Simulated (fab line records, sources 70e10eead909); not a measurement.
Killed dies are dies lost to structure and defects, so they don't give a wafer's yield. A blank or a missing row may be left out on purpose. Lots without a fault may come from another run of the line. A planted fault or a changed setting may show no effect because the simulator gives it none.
Which tool did it? | flow nand_harc | 13 lots, 39 wafers sampled, at 5 steps of a route of 1302

WHAT THE GAUGES READ, wafer by wafer
NHARC_END_SORT_01. Usual: defect_limited_yield 89.8 %, standard deviation 2.4; killed_at_array 64, standard deviation 16; killed_at_other 1.0, standard deviation 1.1; killed_at_periphery 3.5, standard deviation 2.3; killed_dies 69, standard deviation 17; killed_open 3.2, standard deviation 1.6; killed_short 2.4, standard deviation 1.6.
lot  | measured     | on        | defect_limited_yield (%) | killed_at_array | killed_at_other | killed_at_periphery | killed_dies | killed_open | killed_short | flag
L661 | day 31 05:11 | prober-02 | 89.8 0.1 0               | 61 78 60        | 0 1 0           | 8 597 617           | 69 676 677  | 4 3 1       | 4 4 3        | OFF

WHICH TOOL RAN EACH LOT (tool, then ch and the chambers of the sampled wafers, then the start)
lot  | NHARC_P_BONDPAD_PVD_27       | NHARC_A_BONDPAD_PVD_27                  | NHARC_THIN_TSV_STRIP_45              | NHARC_THIN_TSV_DESCUM_35
L645 | pvd_sputter-01, day 6 19:53  | pvd_sputter-01, day 23 15:24 or earlier | plasma_asher-01 ch 0,1, day 23 15:24 | rie_diel-03 ch 0,2, day 23 20:25
L646 | pvd_sputter-02, day 7 03:43  | pvd_sputter-02, day 24 09:56 or earlier | plasma_asher-02 ch 0,1, day 24 09:56 | rie_diel-08 ch 1,2,3, day 24 15:26
L647 | pvd_sputter-01, day 7 15:13  | pvd_sputter-01, day 24 11:13 or earlier | plasma_asher-02 ch 0,1, day 24 11:13 | rie_diel-03 ch 1,2,3, day 24 16:05
L648 | pvd_sputter-02, day 7 19:34  | pvd_sputter-02, day 24 08:38 or earlier | plasma_asher-02 ch 0,1, day 24 08:38 | rie_diel-08 ch 0,3, day 24 13:41
L649 | pvd_sputter-01, day 8 10:46  | pvd_sputter-03, day 24 23:40 or earlier | plasma_asher-01 ch 0,1, day 24 23:40 | rie_diel-02 ch 2,3, day 25 04:43
L650 | pvd_sputter-01, day 8 18:40  | pvd_sputter-01, day 25 08:28 or earlier | plasma_asher-02 ch 0,1, day 25 08:28 | rie_diel-08 ch 0,2,3, day 25 13:39
L651 | pvd_sputter-03, day 9 06:31  | pvd_sputter-01, day 26 07:18 or earlier | plasma_asher-02 ch 0,1, day 26 07:18 | rie_diel-08 ch 1,2,3, day 26 12:10
L652 | pvd_sputter-02, day 9 20:08  | pvd_sputter-03, day 26 23:41 or earlier | plasma_asher-02 ch 0,1, day 26 23:41 | rie_diel-03 ch 0,1,3, day 27 04:46
L653 | pvd_sputter-01, day 9 20:58  | pvd_sputter-01, day 28 03:27 or earlier | plasma_asher-02 ch 0,1, day 28 03:27 | rie_diel-02 ch 1,2,3, day 28 08:27
L654 | pvd_sputter-02, day 10 15:37 | pvd_sputter-01, day 27 13:19 or earlier | plasma_asher-02 ch 0,1, day 27 13:19 | rie_diel-02 ch 0,3, day 27 18:28
L661 | pvd_sputter-01, day 13 13:43 | pvd_sputter-02, day 30 08:24 or earlier | plasma_asher-02 ch 0, day 30 08:24   | rie_diel-02 ch 2, day 30 19:25
L665 | pvd_sputter-02, day 14 18:16 | pvd_sputter-03, day 31 19:16 or earlier | plasma_asher-01 ch 0,1, day 31 19:16 | rie_diel-08 ch 0,1,2, day 32 00:31
L666 | pvd_sputter-02, day 15 07:27 | pvd_sputter-03, day 32 14:20 or earlier | plasma_asher-02 ch 0,1, day 32 14:20 | rie_diel-03 ch 1,2, day 32 19:16
- NHARC_P_BONDPAD_PVD_27: deposits Cu, target thk 30 nm, time 20.49 s.
- NHARC_A_BONDPAD_PVD_27: deposits Cu, target thk 30 nm, time 20.49 s.
- NHARC_THIN_TSV_STRIP_45: strips in O2.
- NHARC_THIN_TSV_DESCUM_35: chemistry O2, time 3 s.

WHAT THE TOOLS THEMSELVES READ (means of the sampled wafers that have a number; where no wafer has one, the mark that the record gives instead)
NHARC_P_BONDPAD_PVD_27. Usual: throttle_valve_pct 29.9 %, standard deviation 0.93.
lot  | tool           | throttle_valve_pct (%) | flag
L645 | pvd_sputter-01 | 31.0                   |
L646 | pvd_sputter-02 | 29.5                   |
L647 | pvd_sputter-01 | 29.0                   |
L648 | pvd_sputter-02 | 30.4                   |
L649 | pvd_sputter-01 | 30.2                   |
L650 | pvd_sputter-01 | 30.5                   |
L651 | pvd_sputter-03 | 30.3                   |
L652 | pvd_sputter-02 | 29.2                   |
L653 | pvd_sputter-01 | 30.1                   |
L654 | pvd_sputter-02 | 29.2                   |
L661 | pvd_sputter-01 | 29.9                   |
L665 | pvd_sputter-02 | 30.0                   |
L666 | pvd_sputter-02 | 30.5                   |

NHARC_A_BONDPAD_PVD_27. Usual: throttle_valve_pct 29.7 %, standard deviation 0.92.
lot  | tool           | throttle_valve_pct (%) | flag
L645 | pvd_sputter-01 | 29.8                   |
L646 | pvd_sputter-02 | 29.8                   |
L647 | pvd_sputter-01 | 30.1                   |
L648 | pvd_sputter-02 | 28.5                   |
L649 | pvd_sputter-03 | 29.8                   |
L650 | pvd_sputter-01 | 30.2                   |
L651 | pvd_sputter-01 | 29.6                   |
L652 | pvd_sputter-03 | 29.8                   |
L653 | pvd_sputter-01 | 29.3                   |
L654 | pvd_sputter-01 | 29.1                   |
L661 | pvd_sputter-02 | 29.7                   |
L665 | pvd_sputter-03 | 30.2                   |
L666 | pvd_sputter-03 | 30.2                   |

NHARC_THIN_TSV_STRIP_45. Usual: drypump_motor_current_A 5.62 A, standard deviation 0.24; heater_power_w 329 W, standard deviation 20; rf_refl_power_W 20 W, standard deviation 8.7.
lot  | tool            | drypump_motor_current_A (A) | heater_power_w (W) | rf_refl_power_W (W) | flag
L645 | plasma_asher-01 | 5.51                        | 332                | 24                  |
L646 | plasma_asher-02 | 5.60                        | 336                | 17                  |
L647 | plasma_asher-02 | 5.59                        | 332                | 17                  |
L648 | plasma_asher-02 | 5.78                        | 324                | -                   | OFF
L649 | plasma_asher-01 | 5.49                        | 333                | 23                  |
L650 | plasma_asher-02 | 5.79                        | 327                | 15                  |
L651 | plasma_asher-02 | 5.77                        | 326                | 15                  |
L652 | plasma_asher-02 | 5.58                        | 331                | 17                  |
L653 | plasma_asher-02 | 5.77                        | 317                | 14                  |
L654 | plasma_asher-02 | 5.60                        | 340                | 17                  |
L661 | plasma_asher-02 | 5.41                        | 352                | 20                  |
L665 | plasma_asher-01 | 5.49                        | 344                | 23                  |
L666 | plasma_asher-02 | 5.58                        | 334                | 17                  |

NHARC_THIN_TSV_DESCUM_35. Usual: drypump_motor_current_A 5.6 A, standard deviation 0.46; oes_product_au 0.997 a.u., standard deviation 0.0087; rf_vpp_V 57.9 V, standard deviation 0.81; showerhead_plenum_p_Torr 1.93 Torr, standard deviation 0.076; throttle_valve_pct 11.309 %, standard deviation 0.0087.
lot  | tool        | drypump_motor_current_A (A) | oes_product_au (a.u.) | rf_vpp_V (V) | showerhead_plenum_p_Torr (Torr) | throttle_valve_pct (%) | flag
L645 | rie_diel-03 | 5.6                         | 0.996                 | 58.3         | 1.97                            | 11.294                 |
L646 | rie_diel-08 | 5.2                         | 0.993                 | 57.2         | 1.92                            | 11.307                 |
L647 | rie_diel-03 | 5.4                         | 1.002                 | 58.4         | 1.95                            | 11.308                 |
L648 | rie_diel-08 | 6.0                         | 0.996                 | 58.3         | 1.99                            | 11.305                 |
L649 | rie_diel-02 | 6.1                         | 0.995                 | 58.0         | 1.96                            | 11.306                 |
L650 | rie_diel-08 | 5.7                         | 0.990                 | 58.5         | 1.92                            | 11.307                 |
L651 | rie_diel-08 | 5.3                         | 0.990                 | 57.5         | 1.92                            | 11.309                 |
L652 | rie_diel-03 | 5.8                         | 1.006                 | 58.0         | 1.97                            | 11.306                 |
L653 | rie_diel-02 | 5.7                         | 0.989                 | 57.7         | 1.90                            | 11.313                 |
L654 | rie_diel-02 | 6.1                         | 0.991                 | 58.0         | 1.90                            | 11.307                 |
L661 | rie_diel-02 | 5.7                         | 0.997                 | 57.5         | 1.97                            | 11.312                 |
L665 | rie_diel-08 | 5.4                         | 0.992                 | 57.2         | 1.87                            | 11.323                 |
L666 | rie_diel-03 | 5.4                         | 1.003                 | 57.1         | 2.00                            | 11.315                 |

THE ANSWER, worked out from the rows above alone
Rule: a lot is off if the mean of its wafers that have a number lies more than 3 standard deviations from the usual mean. A lot without any number at a reading at which 4 lots or more have one is off too. The other lots that the step has rows for count as sound. The gauges are gone through in route order, then the tools' own readings, and for those a lot's mean is taken as printed above. The first step at which some lot is off is used, and at that step the reading that is off furthest; a lot without a number counts as furthest.
Off: L661, at NHARC_END_SORT_01 (killed_at_periphery). Neither off nor sound, because the step has no rows for them: L645, L646, L647, L648, L649, L650, L651, L652, L653, L654, L665, L666.
A tool fits if, at a process step before that reading, it ran every lot that is off, and no sound lot after the first of them. The gauges at NHARC_END_SORT_01 are tried like those tools. NHARC_A_BONDPAD_PVD_27 gives no start for some lots, so the hours and the order of its lots are those of NHARC_THIN_TSV_STRIP_45. Can't be told from this: 5 tools fit, pvd_sputter-01 at NHARC_P_BONDPAD_PVD_27, pvd_sputter-02 at NHARC_A_BONDPAD_PVD_27, plasma_asher-02 at NHARC_THIN_TSV_STRIP_45, rie_diel-02 at NHARC_THIN_TSV_DESCUM_35, prober-02 at NHARC_END_SORT_01.

WHAT THE SIMULATOR HAD PUT IN
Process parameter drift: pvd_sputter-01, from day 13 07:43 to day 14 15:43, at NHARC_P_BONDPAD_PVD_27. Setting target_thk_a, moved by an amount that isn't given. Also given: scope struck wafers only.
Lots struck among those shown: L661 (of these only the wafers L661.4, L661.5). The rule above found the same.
